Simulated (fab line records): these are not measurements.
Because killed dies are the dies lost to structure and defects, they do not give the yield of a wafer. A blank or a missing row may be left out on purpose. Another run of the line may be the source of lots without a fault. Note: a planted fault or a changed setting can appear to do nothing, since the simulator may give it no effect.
The tool behind it: which one? | flow n5_finfet | 6 lots with 17 wafers sampled at 5 steps, on a route of 1938 steps

== WHAT THE GAUGES READ, wafer by wafer ==
N5_BEOL_M8_RS_MEAS_57: a four-point-probe measurement.
lot  | measured     | on            | M8_RS (ohm/sq)
L921 | day 9 17:55  | film_metro-01 | 0.284 0.287 0.283
L929 | day 11 20:48 | film_metro-02 | 0.284 0.288 0.284
L932 | day 12 15:29 | film_metro-01 | 0.289 0.297
L936 | day 13 22:40 | film_metro-02 | 0.276 0.275 0.286
L941 | day 15 01:31 | film_metro-02 | 0.293 0.274 0.292
L943 | day 16 00:37 | film_metro-02 | 0.268 0.285 0.273

== WHAT TOOL EACH LOT RAN ON (gives the tool, then ch and the chambers of the sampled wafers, and finally the start) ==
lot  | N5_BEOL_M8_STRIP_80                           | N5_BEOL_M8_PRE_CLEAN_45      | N5_BEOL_M8_ECD_50              | N5_BEOL_M8_CMP_52
L921 | rie_diel-01 ch 1,2,3, day 9 16:28 or earlier  | pvd_sputter-02, day 9 16:28  | ecd_cu-02 ch 0,1, day 9 17:07  | cmp-04 ch 1,2, day 9 17:32
L929 | rie_diel-03 ch 0,1,2, day 11 18:39 or earlier | pvd_sputter-03, day 11 18:39 | ecd_cu-02 ch 0,1, day 11 19:59 | cmp-04 ch 2,3, day 11 20:23
L932 | rie_diel-06 ch 0,1, day 12 12:22 or earlier   | pvd_sputter-03, day 12 12:22 | ecd_cu-02 ch 0,1, day 12 14:30 | cmp-04 ch 0, day 12 15:06
L936 | rie_diel-01 ch 0,2,3, day 13 20:38 or earlier | pvd_sputter-02, day 13 20:38 | ecd_cu-01 ch 0,1, day 13 21:38 | cmp-04 ch 0,1,2, day 13 22:15
L941 | rie_diel-03 ch 0,1,3, day 14 23:55 or earlier | pvd_sputter-01, day 14 23:55 | ecd_cu-01 ch 0,1, day 15 00:42 | cmp-04 ch 1,2,3, day 15 01:05
L943 | rie_diel-01 ch 0,2,3, day 15 22:43 or earlier | pvd_sputter-03, day 15 22:43 | ecd_cu-02 ch 0,1, day 15 23:48 | cmp-03 ch 2,3, day 16 00:14
- N5_BEOL_M8_STRIP_80: strips in N2/H2, time 10 s.
- N5_BEOL_M8_PRE_CLEAN_45: time 30 s.
- N5_BEOL_M8_ECD_50: material Cu, target thk 300 nm.
- N5_BEOL_M8_CMP_52: polishes, stops on SiCOH lowk, t overpolish 6.9 s, target thk 80 nm.

== THE ANSWER, worked out from the rows above alone ==
Rule: what is usual is taken from the lots themselves. Put in order of their means at a reading, lots are off if they are a third of the lots or fewer, leave a main group of 4 or more, and stand apart from it by a gap of 3 or more times the standard deviation of the main group's means; of several such gaps the widest counts. If all means in a main group match to the digits the tables above print for the reading, that group is not used. Also off: a lot with no number at a reading for which 4 or more lots have one. The other lots that the step has rows for count as sound.
None of the lots is off at any reading shown; this tells nothing.

== WHAT WAS PUT IN BY THE SIMULATOR ==
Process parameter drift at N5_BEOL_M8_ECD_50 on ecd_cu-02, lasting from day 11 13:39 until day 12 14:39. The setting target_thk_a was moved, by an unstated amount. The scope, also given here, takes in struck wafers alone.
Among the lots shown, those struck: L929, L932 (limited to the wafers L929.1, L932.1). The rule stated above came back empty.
